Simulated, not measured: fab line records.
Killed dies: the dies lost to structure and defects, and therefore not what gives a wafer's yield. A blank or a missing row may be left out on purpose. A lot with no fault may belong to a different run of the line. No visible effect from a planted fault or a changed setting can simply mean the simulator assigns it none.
Comparing a struck lot with a sound one -- flow n5-finfet -- 16 out of 1938 route steps
Sound: the wafers L127.1, L127.5, L127.6. Wafers struck: L135.1, L135.3, L135.6. The cause is named last.
At each step with rows: each side's tool, then ch and its chambers, then its first start. Under that, the readings that differ: sound wafers -- struck wafers -- difference of the means -- sigmas: that difference in standard deviations of wafers without a fault.
alike: readings whose means differ by less than 2 such deviations, and words and numbers that are the same on both sides. not compared: withheld readings, readings that some wafer has no value for, bounds like >300 that may hide the same value, and numbers for which the record gives no deviation and whose values overlap.
The two part at a step that has a row with sigmas, a row that says differs or no value, or rows on one side only. Numbers that don't overlap but have no deviation are shown without sigmas and don't part them. Lack of a reading on every wafer of one side parts them only where that side has two or more wafers.

N5_BEOL_M4_CD_MEAS_35: target cd 18 nm, target cd y 22.4 nm.
  sound on cd-sem-01 at day 7 07:14; struck on cd-sem-03 at day 10 13:32
  alike: cd-nm
N5_BEOL_M4_DEGAS_44: time 60 s.
  sound on pvd-sputter-01 at day 7 08:04; struck on pvd-sputter-02 at day 10 13:34
  alike: heater-power-w
then, 1 step without rows for these wafers: N5_BEOL_M4_PRE_CLEAN_45 (time 30 s).
N5_BEOL_M4_ALD_84: deposits TaN, pulse time 2 s, purge time 3 s, co reactant purge time 2 s.
  sound on ald-metal-01 ch 0,1,2, day 7 08:17; struck on ald-metal-04 ch 0,1,3, day 10 13:40
  alike: heater-power-w
then, 2 steps without rows for these wafers: N5_BEOL_M4_SURFACE_TREAT_85; N5_BEOL_M4_CVD_47 (deposits Co from CCTBA/H2, target thk 3 nm, time 223.8 s).
N5_BEOL_M4_SPUTTER_48: material Cu, target thk 4.5 nm, time 8.29 s.
  sound on pvd-sputter-01 at day 7 08:59; struck on pvd-sputter-03 at day 10 14:13
  alike: chamber-pressure-pa, chuck-gas-flow-sccm, throttle-valve-pct
then, 3 steps without rows for these wafers: N5_BEOL_M4_ANNEAL_49 (time 240 s); N5_BEOL_M4_SPUTTER_79 (material Cu, target thk 4.5 nm, time 8.29 s); N5_BEOL_M4_ANNEAL_80 (time 240 s).
N5_BEOL_M4_SPUTTER_81: material Cu, target thk 4.5 nm, time 8.29 s.
  sound on pvd-sputter-01 at day 7 09:52; struck on pvd-sputter-03 at day 10 14:39
  alike: chamber-pressure-pa, chuck-gas-flow-sccm, throttle-valve-pct
N5_BEOL_M4_ANNEAL_82: time 240 s.
  sound on pvd-sputter-01 at day 7 10:02; struck on pvd-sputter-03 at day 10 14:44
  alike: heater-power-w
N5_BEOL_M4_SPUTTER_86: material Cu, target thk 4.5 nm, time 8.29 s.
  sound on pvd-sputter-01 at day 7 10:19; struck on pvd-sputter-03 at day 10 14:52
  no value came back on the struck wafers for chamber-pressure-pa (Pa), chuck-gas-flow-sccm (sccm), throttle-valve-pct (%); on the sound wafers chamber-pressure-pa (Pa) reads 0.06996 0.07002 0.07012
then, 1 step without rows for these wafers: N5_BEOL_M4_ANNEAL_87 (time 240 s).
N5_BEOL_M4_RC_MEAS_101:
  sound on prober-02 ch 0, day 7 14:16; struck on prober-02 ch 0, day 10 17:13
reading,sound,struck,difference,sigmas
DIBL_P (mV/V),37.5 37.8 37.5,36.5 33.8 34.1,-2.8,-2
  alike: DIBL_N, IOFF_N, IOFF_P, ION_N, ION_P, SS_N, SS_P, VT_N, VT_P
-- here the record skips 5 days between the struck wafers' starts before and after, leaving off in module BEOL_M4 and picking up in module PASSIVATION (first step shown: number 1936 of the route) --
N5_PASSIVATION_PROBE_49:
  the record has rows for the struck wafers here (prober-02, day 15 07:29) and none for the sound ones

== WHERE THEY PART ==
At N5_BEOL_M4_SPUTTER_86 first; at N5_PASSIVATION_PROBE_49 last (within this record only).

WHY: whatever the simulator had introduced
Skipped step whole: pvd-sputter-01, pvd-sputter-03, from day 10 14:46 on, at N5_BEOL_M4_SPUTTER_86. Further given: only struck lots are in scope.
